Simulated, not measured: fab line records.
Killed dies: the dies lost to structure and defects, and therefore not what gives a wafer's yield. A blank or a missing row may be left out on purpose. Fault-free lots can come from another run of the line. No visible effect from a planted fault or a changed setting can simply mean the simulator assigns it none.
fab line records	flow n5Finfet
record: lots: 3	wafers: 9	lastDay: 17
route steps=1938 shown BEOL_M1@751 BEOL_M4@1111 PASSIVATION@1936
lots untouched by any fault: they come from a run of this same line in which no faults occurred
startH: hours from the record's opening day to when the first of the lot's shown wafers began	waitH: how many hours have passed since the lot's step before this one	" unchanged from the row above	L1.1+2: a single row standing in for several wafers	- either no value or no given start	* or withheld: withheld	< > ~ a bound
route shown NAME@n: NAME is a module with steps in the file, n the number in the route of the first one	usual: average and standard deviation across the fault-free wafers	same: alike in all rows	chamber/n: place in a boat	sites: readings site by site	_std_site: standard deviation across them	_edge_site: the outer-site mean with the inner-site mean subtracted	radiusMm: how far each site lies from the wafer's centre	mask NAME#n: copy n	behind: the most recent tool/chamber to have shaped the wafer	hold: the reason the lot was held/the length of the hold in hours/how it ended	device: the transistor (n, p or np) that didn't switch	end of line: the route-end tests of the same wafers	a step given without rows: its recipe and nothing more	killed: dies lost to structure and defects at the first sort, not the wafer's yield	map: the dies of a wafer, with x for killed, . for not killed, _ for no die there
set.NAME: the setting as run; set.NAME@STEP: as run at that earlier step	model.NAME: the simulator's own value behind a step, which no gauge read
a table for each step, a row for each wafer; lots at some steps of the route
services: a tool's chamber out of use, with start hour (startH, from the record's first day; less than 0 if before it), hours out, and reason
== steps ==
step: N5_BEOL_M1_ILD_DEP_00
recipe: material: SiOC	targetThkA: 790	tempC: 350	precursor: DEMS/O2	pressureTorr: 5	rfW: 500	timeS: 15.3
step: N5_BEOL_M1_PECVD_72
recipe: material: SiO2	targetThkA: 160	tempC: 400	precursor: TEOS/O2	pressureTorr: 5.5	rfW: 450	teosFlowSccm: 53.8	gas: O2	flowSccm: 3000	timeS: 18
step: N5_BEOL_M1_HM_DEP_02
recipe: material: TiN	targetThkA: 200	tempC: 25	chamberPressurePa: 0.49996
step: N5_BEOL_M1_COAT_61
recipe: resist: SOC	tempC: 250	timeS: 60	spinRpm: 1500	resistThkNm: 60
step: N5_BEOL_M1_COAT_62
recipe: resist: SiARC	tempC: 220	timeS: 60	spinRpm: 1500	resistThkNm: 12
step: N5_BEOL_M1_COAT_73
recipe: resist: underlayer	tempC: 205	timeS: 60	spinRpm: 1500	resistThkNm: 5
step: N5_BEOL_M1_COAT_05
recipe: resist: CAR-EUV	spinRpm: 1500	resistThkNm: 30
step: N5_BEOL_M1_EBR_07
recipe: solvent: PGMEA	ebrWidthMm: 1.5
step: N5_BEOL_M1_SOFTBAKE_06
recipe: tempC: 110	timeS: 60	resist: CAR-EUV
step: N5_BEOL_M1_EXPOSE_08
recipe: maskId: M1	na: 0.33	sourceShape: dipole	sigmaInner: 0.369	sigmaOuter: 0.767	polarization: unpolarized	doseMj: 33
lot.wafer	tool	chamber	startH	waitH	mask
L725.1+3+6	euvScanner-02	0	143.75	-	M1#0
L729.1+5+6	euvScanner-02	0	172.67	-	M1#0
L745.1+4+6	euvScanner-02	0	268.35	-	M1#0
step: N5_BEOL_M1_PEB_09
recipe: pebTempC: 100	pebTimeS: 60	resist: CAR-EUV
step: N5_BEOL_M1_DEVELOP_10
recipe: developTimeS: 30	developer: TMAH	resist: CAR-EUV	rinseLiquid: surfactantRinse	dry: airSpin	devTempC: 23
step: N5_BEOL_M1_DESCUM_16
recipe: chemistry: O2	timeS: 7	sourcePowerW: 50	biasPowerW: 20	pressureMtorr: 20	rfFrequencyHz: 2.712e+07	tempC: 40	resist: CAR-EUV	o2FlowSccm: 225
step: N5_BEOL_M1_ETCH_74
recipe: chemistry: N2/H2	target: underlayer	targetDepthA: 65	maskMaterial: CAR-EUV	timeS: 5.2	ionEnergyEv: 200	pressureMtorr: 30	sourceW: 840	biasW: 150	n2FlowSccm: 200	h2FlowSccm: 200	ends: cleared
usual: drypumpMotorCurrentA: 5.9/0.43	etchRfOnTimeS: 5.21/0.097	oesProductAu: 0.69/0.076	rfFwdPowerW: 819.6/2.2	rfVppV: 524.8/2.8	showerheadPlenumPTorr: 2.57/0.097	throttleValvePct: 17.86/0.28
lot.wafer	tool	chamber	startH	waitH	drypumpMotorCurrentA	etchRfOnTimeS	oesProductAu	rfFwdPowerW	rfHoursCounterH	rfVppV	showerheadPlenumPTorr	throttleValvePct	model.BEOL_M1.cdOffsetNm
L725.1	rieDiel-06	3	144.12	0.0	5.9	5.24	0.70	822.1	76	527.6	2.68	17.67	0.2
L725.3	"	2	"	"	5.2	5.18	0.76	818.2	32	525.7	2.58	17.75	0
L725.6	"	0	"	"	6.0	5.32	0.58	821.6	-	521.0	2.51	18.02	0.2
L729.1	rieDiel-06	0	173.11	0.0	6.0	5.36	0.57	815.1	238	522.5	2.50	18.03	0.2
L729.5	"	0	"	"	6.0	5.33	0.57	816.5	-	524.5	2.50	18.03	0.2
L729.6	"	3	"	"	5.8	5.16	0.71	817.8	-	527.6	2.68	17.70	-0.4
L745.1	rieDiel-03	0	268.76	0.0	6.6	5.07	0.73	819.5	50	522.8	2.48	17.79	-0.2
L745.4	"	3	"	"	5.4	5.03	0.78	818.1	20	523.1	2.49	17.81	0.2
L745.6	"	1	"	"	6.0	5.26	0.61	821.5	-	526.1	2.64	18.27	0
step: N5_BEOL_M1_ETCH_63
recipe: chemistry: CF4	target: SiARC	targetDepthA: 156	maskMaterial: CAR-EUV	timeS: 26	ionEnergyEv: 80	pressureMtorr: 40	sourceW: 545	biasW: 36	Ar_flow_sccm: 100	cf4FlowSccm: 100	ends: cleared
step: N5_BEOL_M1_ETCH_64
recipe: chemistry: N2/H2	target: SOC	targetDepthA: 750	overetchA: 150	maskMaterial: SiARC	tempC: 40	timeS: 112.5	ionEnergyEv: 200	pressureMtorr: 30	sourceW: 840	biasW: 150	n2FlowSccm: 200	h2FlowSccm: 200
step: N5_BEOL_M1_STRIP_65
recipe: chemistry: N2/H2	tempC: 40	n2FlowSccm: 200	h2FlowSccm: 200	rfFrequencyHz: 6e+07
step: N5_BEOL_M1_STRIP_75
recipe: chemistry: N2/H2	tempC: 40	n2FlowSccm: 200	h2FlowSccm: 200	rfFrequencyHz: 6e+07
step: N5_BEOL_M1_STRIP_66
recipe: chemistry: CF4	resist: SiARC	powerW: 300	biasPowerW: 75	pressureMtorr: 50	cf4FlowSccm: 150	rfFrequencyHz: 6e+07
step: N5_BEOL_M1_HM_OPEN_17
recipe: chemistry: Cl2/BCl3	targetDepthA: 200	overetchA: 60	target: TiN	maskMaterial: SOC	ionEnergyEv: 150	pressureMtorr: 10	icpW: 1000	biasW: 126	Cl2_flow_sccm: 53.25	bcl3FlowSccm: 21.75	Ar_flow_sccm: 25
usual: drypumpMotorCurrentA: 5.4/0.37	oesProductAu: 0.66/0.068	rfFwdPowerW: 993/3.8	throttleValvePct: 22.3/0.36
lot.wafer	tool	chamber	startH	waitH	drypumpMotorCurrentA	oesProductAu	rfFwdPowerW	rfHoursCounterH	throttleValvePct	model.BEOL_M1.cdOffsetNm
L725.1	rieMetal-01	1	144.33	0.0	6.1	0.70	998	26	22.5	0.2
L725.3	"	0	"	"	5.3	0.62	992	-	22.0	-0.2
L725.6	"	0	"	"	5.3	0.63	994	-	22.0	0.2
L729.1	rieMetal-03	0	173.32	0.0	4.9	0.57	994	90	22.7	0.2
L729.5	"	0	"	"	4.9	0.57	990	-	22.7	0.4
L729.6	"	1	"	"	5.6	0.77	991	-	22.3	-0.4
L745.1	rieMetal-01	0	268.97	0.0	5.3	0.61	996	71	22.0	-0.2
L745.4	"	1	"	"	6.1	0.68	994	-	22.5	0.2
L745.6	"	0	"	"	5.3	0.62	992	-	22.0	-0.2
step: N5_BEOL_M1_STRIP_19
recipe: chemistry: O2	powerW: 400	tempC: 40	pressureMtorr: 30	rfFrequencyHz: 6e+07	biasPowerW: 0	overashFraction: 0.2	o2FlowSccm: 225
step: N5_BEOL_M1_COAT_67
recipe: resist: SOC	tempC: 250	timeS: 60	spinRpm: 1500	resistThkNm: 60
step: N5_BEOL_M1_COAT_68
recipe: resist: SiARC	tempC: 220	timeS: 60	spinRpm: 1500	resistThkNm: 12
step: N5_BEOL_M1_COAT_76
recipe: resist: underlayer	tempC: 205	timeS: 60	spinRpm: 1500	resistThkNm: 5
step: N5_BEOL_M1_COAT_22
recipe: resist: CAR-EUV	spinRpm: 1500	resistThkNm: 30
step: N5_BEOL_M1_EBR_24
recipe: solvent: PGMEA	ebrWidthMm: 1.5
step: N5_BEOL_M1_SOFTBAKE_23
recipe: tempC: 110	timeS: 60	resist: CAR-EUV
step: N5_BEOL_M1_EXPOSE_25
recipe: maskId: V0	na: 0.33	sourceShape: quasar	sigmaInner: 0.2	sigmaOuter: 0.8	polarization: unpolarized	defocusNm: 5	targetCdNm: 24	doseMj: 63
step: N5_BEOL_M1_PEB_26
recipe: pebTempC: 100	pebTimeS: 60	resist: CAR-EUV
step: N5_BEOL_M1_DEVELOP_27
recipe: developTimeS: 30	developer: TMAH	resist: CAR-EUV	rinseLiquid: surfactantRinse	dry: airSpin	devTempC: 23
step: N5_BEOL_M1_DESCUM_33
recipe: chemistry: O2	timeS: 7	sourcePowerW: 50	biasPowerW: 20	pressureMtorr: 20	rfFrequencyHz: 2.712e+07	tempC: 40	resist: CAR-EUV	o2FlowSccm: 225
step: N5_BEOL_M1_ETCH_77
recipe: chemistry: N2/H2	target: underlayer	targetDepthA: 65	maskMaterial: CAR-EUV	timeS: 5.2	ionEnergyEv: 200	pressureMtorr: 30	sourceW: 840	biasW: 150	n2FlowSccm: 200	h2FlowSccm: 200	ends: cleared
step: N5_BEOL_M4_RC_MEAS_101
usual: DIBL_N: 36.3/1.2	DIBL_P: 36.1/1.6	IOFF_N: 0.161/0.023	IOFF_P: 0.209/0.027	ION_N: 676/8.9	ION_P: 462/5.3	SS_N: 71.5/0.51	SS_P: 73.2/0.5	VT_N: 249.1/2.5	VT_P: -249.9/2.8
lot.wafer	tool	chamber	startH	waitH	DIBL_N[mV/V]	DIBL_P[mV/V]	IOFF_N[nA/um]	IOFF_P[nA/um]	ION_N[uA/um]	ION_P[uA/um]	SS_N[mV/dec]	SS_P[mV/dec]	VT_N[mV]	VT_P[mV]
L725.1	prober-02	0	182.03	0.0	35.4	34.6	0.138	0.187	670	460	71.3	72.8	252.4	-251.8
L725.3	"	0	"	"	34.7	33.9	0.127	0.180	667	457	71.2	72.4	254.7	-250.7
L725.6	"	0	"	"	35.0	34.1	0.129	0.174	673	462	70.6	72.8	253.5	-251.3
L729.1	prober-01	0	211.73	0.0	34.9	35.9	0.141	0.178	677	457	71.6	73.8	249.3	-254.8
L729.5	"	0	"	"	34.5	35.5	0.138	0.172	679	455	70.4	72.8	250.1	-253.9
L745.1	prober-01	0	310.21	0.0	34.6	33.6	0.125	0.169	669	460	71.2	73.0	252.8	-252.1
L745.4	"	0	"	"	35.6	34.4	0.136	0.179	672	460	71.8	73.0	252.2	-250.3
L745.6	"	0	"	"	36.8	36.1	0.154	0.201	677	459	71.5	73.3	249.4	-251.0
step: N5_PASSIVATION_PROBE_49
usual: defectLimitedYield: 91.3/1.5	killed_at_M0_to_M3: 35/10	killed_at_M4_up: 13/5.3	killedAtContacts: 12/5.7	killedAtFrontEnd: 39/11	killedAtOther: 3.3/2.7	killedDies: 102/18	killedOnRim: 13/4	killedOpen: 67/13	killedShort: 34/7.8	sort_bin_5_function: 5.1/1	sort_bin_6_memory: 3.3/0.68	sortNPass: 1078/18	sortYieldPct: 91.3/1.5
same: grossDies: 1180	killedAtBackSide: 0	sort_bin_4_leakage[%]: 0	sort_bin_8_speed[%]: 0
lot.wafer	tool	chamber	startH	waitH	defectLimitedYield[%]	killed_at_M0_to_M3	killed_at_M4_up	killedAtContacts	killedAtFrontEnd	killedAtOther	killedDies	killedOnRim	killedOpen	killedShort	sort_bin_5_function[%]	sort_bin_6_memory[%]	sortNPass	sortYieldPct[%]
L725.1	prober-02	-	278.35	0.0	89.3	45	11	10	53	7	126	14	82	43	5.1	4.7	1054	89.3
L725.3	prober-02	-	278.45	0.1	90.6	44	24	9	29	5	111	10	76	33	5.5	3.5	1069	90.6
L725.6	prober-02	-	278.60	0.3	91.4	38	12	11	35	5	101	15	57	43	4.6	3.6	1079	91.4
L729.6	prober-01	-	309.21	0.3	0	1097	21	11	43	8	1180	152	73	37	65.8	5.5	0	0
L745.1	prober-02	-	408.19	0.0	92.4	32	10	9	32	7	90	11	55	33	4.7	2.8	1090	92.4
L745.4	prober-02	-	408.34	0.2	90.7	42	14	14	35	5	110	13	76	32	5.9	3.3	1070	90.7
L745.6	prober-02	-	408.44	0.3	91.2	29	18	14	34	9	104	12	76	28	4.4	4.0	1076	91.2
killed by level:class
L725.1 STI_FIN_REVEAL:geometricParticle:open=24 BEOL_M0_SAQP:geometricParticle:open=16 BEOL_M0_SAQP:geometricParticle:short=15 MOL_CONTACT_COAG:geometricParticle:open=7 BEOL_M0:geometricParticle:open=7 FIN_SAQP:geometricParticle:short=6 FIN_SAQP:geometricParticle:open=5 GATE_CUT:geometricParticle:short=5
L725.3 BEOL_M2:geometricParticle:open=12 BEOL_M0_SAQP:geometricParticle:short=10 BEOL_M4:geometricParticle:open=9 MOL_CONTACT_COAG:geometricParticle:open=8 STI_FIN_REVEAL:geometricParticle:open=6 BEOL_M3:geometricParticle:open=6 FIN_SAQP:geometricParticle:open=5 FIN_SAQP:geometricParticle:short=5
L725.6 BEOL_M0_SAQP:geometricParticle:short=10 BEOL_M0_SAQP:geometricParticle:open=10 FIN_SAQP:geometricParticle:short=9 MOL_CONTACT_COAG:geometricParticle:open=9 FIN_SAQP:geometricParticle:open=8 STI_FIN_REVEAL:geometricParticle:open=6 BEOL_M4:geometricParticle:open=6 BEOL_M2:geometricParticle:open=6
L729.6 BEOL_M1:areaExpose=1065 BEOL_M4:geometricParticle:open=10 BEOL_M2:geometricParticle:open=10 MOL_CONTACT_COAG:geometricParticle:open=9 BEOL_M0_SAQP:geometricParticle:short=9 DUMMY_GATE:geometricParticle:open=8 GATE_CUT:geometricParticle:short=8 FIN_SAQP:geometricParticle:open=6
L745.1 MOL_CONTACT_COAG:geometricParticle:open=8 BEOL_M0_SAQP:geometricParticle:short=8 FIN_SAQP:geometricParticle:short=7 FIN_SAQP:geometricParticle:open=7 BEOL_M1:geometricParticle:open=5 BEOL_M0_SAQP:geometricParticle:open=5 STARTING-WAFER:geometricParticle:open=5 BEOL_M3:geometricParticle:open=4
L745.4 BEOL_M2:geometricParticle:open=10 BEOL_M3:geometricParticle:open=10 MOL_CONTACT_COAG:geometricParticle:open=9 BEOL_M0_SAQP:geometricParticle:short=8 BEOL_M4:geometricParticle:open=8 FIN_SAQP:geometricParticle:open=7 DUMMY_GATE:geometricParticle:open=5 GATE_CUT:geometricParticle:open=5
L745.6 MOL_CONTACT_COAG:geometricParticle:open=12 STI_FIN_REVEAL:geometricParticle:open=9 BEOL_M1:geometricParticle:open=9 BEOL_M4:geometricParticle:open=9 FIN_SAQP:geometricParticle:short=5 BEOL_M0_SAQP:geometricParticle:open=5 BEOL_M2:geometricParticle:open=5 PAD_METAL:geometricParticle:open=5
map L729.6 (x killed, . not)
_________________xxxxxxxxxxxx________________
______________xxxxxxxxxxxxxxxxxx_____________
___________xxxxxxxxxxxxxxxxxxxxxxxx__________
__________xxxxxxxxxxxxxxxxxxxxxxxxxx_________
________xxxxxxxxxxxxxxxxxxxxxxxxxxxxxx_______
_______xxxxxxxxxxxxxxxxxxxxxxxxxxxxxxxx______
______xxxxxxxxxxxxxxxxxxxxxxxxxxxxxxxxxx_____
_____xxxxxxxxxxxxxxxxxxxxxxxxxxxxxxxxxxxx____
____xxxxxxxxxxxxxxxxxxxxxxxxxxxxxxxxxxxxxx___
___xxxxxxxxxxxxxxxxxxxxxxxxxxxxxxxxxxxxxxxx__
___xxxxxxxxxxxxxxxxxxxxxxxxxxxxxxxxxxxxxxxx__
__xxxxxxxxxxxxxxxxxxxxxxxxxxxxxxxxxxxxxxxxxx_
__xxxxxxxxxxxxxxxxxxxxxxxxxxxxxxxxxxxxxxxxxx_
_xxxxxxxxxxxxxxxxxxxxxxxxxxxxxxxxxxxxxxxxxxxx
_xxxxxxxxxxxxxxxxxxxxxxxxxxxxxxxxxxxxxxxxxxxx
_xxxxxxxxxxxxxxxxxxxxxxxxxxxxxxxxxxxxxxxxxxxx
_xxxxxxxxxxxxxxxxxxxxxxxxxxxxxxxxxxxxxxxxxxxx
_xxxxxxxxxxxxxxxxxxxxxxxxxxxxxxxxxxxxxxxxxxxx
_xxxxxxxxxxxxxxxxxxxxxxxxxxxxxxxxxxxxxxxxxxxx
_xxxxxxxxxxxxxxxxxxxxxxxxxxxxxxxxxxxxxxxxxxxx
_xxxxxxxxxxxxxxxxxxxxxxxxxxxxxxxxxxxxxxxxxxxx
__xxxxxxxxxxxxxxxxxxxxxxxxxxxxxxxxxxxxxxxxxx_
__xxxxxxxxxxxxxxxxxxxxxxxxxxxxxxxxxxxxxxxxxx_
___xxxxxxxxxxxxxxxxxxxxxxxxxxxxxxxxxxxxxxxx__
___xxxxxxxxxxxxxxxxxxxxxxxxxxxxxxxxxxxxxxxx__
____xxxxxxxxxxxxxxxxxxxxxxxxxxxxxxxxxxxxxx___
_____xxxxxxxxxxxxxxxxxxxxxxxxxxxxxxxxxxxx____
______xxxxxxxxxxxxxxxxxxxxxxxxxxxxxxxxxx_____
_______xxxxxxxxxxxxxxxxxxxxxxxxxxxxxxxx______
________xxxxxxxxxxxxxxxxxxxxxxxxxxxxxx_______
__________xxxxxxxxxxxxxxxxxxxxxxxxxx_________
___________xxxxxxxxxxxxxxxxxxxxxxxx__________
______________xxxxxxxxxxxxxxxxxx_____________
_________________xxxxxxxxxxxx________________
map L725.1 (x killed, . not)
_________________..x...x.....________________
______________.....xx......x...._____________
___________....x...x...............__________
__________...x.......x.............._________
________x................xx......x...x_______
_______...........x.................x..______
______.................................x_____
_____..............x..x...x.x...x........____
____..................x.x.................___
___.........x..x.............x.......x..x..__
___.x..x......................x.....x.x....__
__...............................x.........x_
__x.x...........x..x......x................x_
_............x.......x..x..x.................
_............x.............x..x...x..........
_..............x..............x.......x......
_.................x..........................
_.....................xxx..................x.
_..x.................x...........x...........
_...x................x.....x.........x.....x.
_...x......x...................x.........xx..
__...........x.....x..................x....._
__.....x..............x....xx......x...xx..._
___..........x......x.xxx.............x.x..__
___..x...................x.x.x.........x...__
____........x.xxx.....x......x.......x....___
_____.......x..x.......x.............x...____
______.........x.x.x......x..x.....x...._____
_______...x.................x...x...xx.______
________...x......x.......x......x...._______
__________.x....................x.x._________
___________................x...x...__________
______________.................._____________
_________________x......x....________________
== services ==
tool	chamber	startH	hours	kind
euvScanner-02	-	125.92	12.0	pm
rieMetal-01	0	134.08	6.0	repair
euvScanner-02	-	137.92	1.0	pm
euvScanner-02	-	145.96	0.5	repair
rieDiel-03	3	164.52	1.7	repair
rieMetal-03	-	166.18	2.2	repair
rieDiel-06	-	179.18	14.6	pm
rieDiel-03	3	179.37	-	clean
rieDiel-03	3	179.37	-	consumableReplace:focusRing
rieDiel-03	3	179.37	16.3	scheduledDown
rieDiel-03	3	179.37	16.3	ventCycle
euvScanner-02	-	186.28	1.0	pm
euvScanner-02	-	206.29	1.0	repair
rieDiel-06	0	229.98	-	clean
rieDiel-06	0	229.98	-	consumableReplace:focusRing
rieDiel-06	0	229.98	14.3	scheduledDown
rieDiel-06	0	229.98	14.3	ventCycle
rieDiel-06	2	241.17	1.2	repair
euvScanner-02	-	244.73	1.0	pm
euvScanner-02	-	246.97	4.6	pm
rieMetal-03	-	253.80	1.7	repair
rieDiel-06	3	259.63	4.8	repair
== key ==
firstSign: step: N5_PASSIVATION_PROBE_49	reading: killed_at_M0_to_M3	direction: up	sigmas: 99+	usual: 35	struck: 1097
effect: step: N5_PASSIVATION_PROBE_49	reading: killedDies	direction: up	sigmas: 60	usual: 102	struck: 1180
modelEffect: step: N5_BEOL_M1_ETCH_74	value: BEOL_M1.cdOffsetNm	without: 0.2	struck: -0.4
modelEffect: step: N5_BEOL_M1_HM_OPEN_17	value: BEOL_M1.cdOffsetNm	without: 0.4	struck: -0.4
moreKillsBornAt: N5_BEOL_M1_EXPOSE_08@euvScanner-02: 1065
metAt N5_BEOL_M1_EXPOSE_08
struckWafers L729.6
laterRowsLeftOut L729.6
onsetBetween 143.75 172.67
fault: kind: processParameterDrift	tool: euvScanner-02	chamber: -	onsetH: 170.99	steps: N5_BEOL_M1_EXPOSE_08	channel: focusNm	offset: 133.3	shape: step	endH: 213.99	scope: struckWafersOnly
laterRowsLeftOut: the simulator's readings of these wafers behind a module that went badly wrong aren't trusted and aren't shown, but for the sort
